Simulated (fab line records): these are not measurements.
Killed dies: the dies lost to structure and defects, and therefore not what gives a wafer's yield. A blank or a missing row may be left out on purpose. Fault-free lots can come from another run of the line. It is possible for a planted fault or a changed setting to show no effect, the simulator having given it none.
Matching of chambers + flow n5-finfet + N5_BEOL_M3_PRE_CLEAN_60 on cvd-co-02 has 3 sister chambers
The step time 15 s. 30 wafers are shown with their chamber, then 12 later ones without.

WAFERS PAIRED WITH THEIR CHAMBERS
| wafer  | chamber | heater-power-w (W) |
|--------|---------|--------------------|
| L074.2 | 1       | 111                |
| L074.3 | 2       | 76                 |
| L074.5 | 2       | 77                 |
| L076.1 | 1       | 113                |
| L076.3 | 0       | 41                 |
| L076.6 | 2       | 77                 |
| L080.2 | 1       | 110                |
| L080.5 | 2       | 79                 |
| L080.6 | 1       | 114                |
| L082.2 | 2       | 78                 |
| L082.4 | 0       | 42                 |
| L082.5 | 1       | 109                |
| L083.1 | 2       | 81                 |
| L083.2 | 1       | 108                |
| L083.3 | 0       | 42                 |
| L083.4 | 1       | 114                |
| L083.5 | 2       | 77                 |
| L083.6 | 0       | 42                 |
| L084.1 | 1       | 112                |
| L084.5 | 1       | 111                |
| L084.6 | 2       | 80                 |
| L088.2 | 2       | 80                 |
| L088.3 | 0       | 42                 |
| L088.5 | 0       | 42                 |
| L089.1 | 1       | 114                |
| L089.3 | 0       | 43                 |
| L089.4 | 1       | 113                |
| L091.1 | 1       | 113                |
| L091.2 | 0       | 42                 |
| L091.4 | 2       | 79                 |

SIGNATURES (averages over the wafers above)
| reading        | chamber 0 | chamber 1 | chamber 2 | scatter within a chamber |
|----------------|-----------|-----------|-----------|--------------------------|
| heater-power-w | 42.00     | 111.83    | 78.40     | 1.63                     |
Rule: for a wafer and a chamber, the distance is found by dividing, reading by reading, the gap between the wafer's reading and the chamber's mean by the reading's scatter, squaring, summing and taking the root. The wafer belongs to the nearest chamber; if the next one is less than 2 further off, it can't be placed. How the scatter is found: for the shown wafers, subtract from each reading the mean of its chamber, square and add these, divide the total by (wafers less chambers), then take the root.

WAFERS WITH NO CHAMBER GIVEN
| wafer  | heater-power-w (W) |
|--------|--------------------|
| L094.1 | 112                |
| L094.2 | 80                 |
| L094.3 | 42                 |
| L094.4 | 81                 |
| L094.5 | 114                |
| L094.6 | 41                 |
| L096.1 | 81                 |
| L096.5 | 42                 |
| L096.6 | 80                 |
| L097.1 | 42                 |
| L097.3 | 114                |
| L097.5 | 112                |

THE CHAMBER EACH PASSED THROUGH
| wafer  | from the rows above | in truth |
|--------|---------------------|----------|
| L094.1 | 1                   | 1        |
| L094.2 | 2                   | 2        |
| L094.3 | 0                   | 0        |
| L094.4 | 2                   | 2        |
| L094.5 | 1                   | 1        |
| L094.6 | 0                   | 0        |
| L096.1 | 2                   | 2        |
| L096.5 | 0                   | 0        |
| L096.6 | 2                   | 2        |
| L097.1 | 0                   | 0        |
| L097.3 | 1                   | 1        |
| L097.5 | 1                   | 1        |
Correctly placed: 12 of 12. Left unplaced by these rows: 0. 0 placed wrongly.
